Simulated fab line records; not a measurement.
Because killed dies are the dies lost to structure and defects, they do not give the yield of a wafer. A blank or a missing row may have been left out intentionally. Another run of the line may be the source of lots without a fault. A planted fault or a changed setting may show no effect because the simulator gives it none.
Matching of chambers :: flow n5_finfet :: N5_BEOL_M13_ILD_DEP_00 on pecvd-03 has 3 sister chambers
The step deposits SiOC from DEMS/O2, target thk 837.92 nm, time 166.4 s. 3 wafers are shown with their chamber, then 8 later ones without.

EACH WAFER AND ITS CHAMBER
wafer: L089.2
chamber: 2
showerhead_plenum_p_Torr (Torr): 5.675

wafer: L089.3
chamber: 0
showerhead_plenum_p_Torr (Torr): 5.730

wafer: L090.1
chamber: 1
showerhead_plenum_p_Torr (Torr): 5.708

WAFERS MISSING THEIR CHAMBER
wafer: L090.2
showerhead_plenum_p_Torr (Torr): 5.720

wafer: L090.3
showerhead_plenum_p_Torr (Torr): 5.679

wafer: L090.4
showerhead_plenum_p_Torr (Torr): 5.679

wafer: L090.5
showerhead_plenum_p_Torr (Torr): 5.700

wafer: L090.6
showerhead_plenum_p_Torr (Torr): 5.709

wafer: L097.2
showerhead_plenum_p_Torr (Torr): 5.673

wafer: L097.3
showerhead_plenum_p_Torr (Torr): 5.697

wafer: L097.4
showerhead_plenum_p_Torr (Torr): 5.707

WHICH CHAMBER EACH WENT THROUGH
wafer: L090.2
from the rows above: can't be placed: 0 or 1
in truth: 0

wafer: L090.3
from the rows above: 2
in truth: 2

wafer: L090.4
from the rows above: 2
in truth: 2

wafer: L090.5
from the rows above: 1
in truth: 1

wafer: L090.6
from the rows above: 1
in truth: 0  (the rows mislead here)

wafer: L097.2
from the rows above: 2
in truth: 2

wafer: L097.3
from the rows above: can't be placed: 1 or 2
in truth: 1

wafer: L097.4
from the rows above: 1
in truth: 1
Correctly placed: 5 of 8. Unplaceable from these rows: 2, with the true chamber sitting among the candidates in 2. Number placed wrongly: 1.
How it was worked out, from the rows above alone: a wafer's distance from a chamber is the root of the sum, over the readings, of the square of ((its reading less the chamber's mean) divided by the reading's scatter). The wafer belongs to the nearest chamber; if the next one is less than 2 further off, it can't be placed. A chamber's mean is the mean of its shown wafers. The scatter (one wafer shown for each chamber): square how far every hidden wafer sits from the nearest shown wafer, average those squares and take the square root.
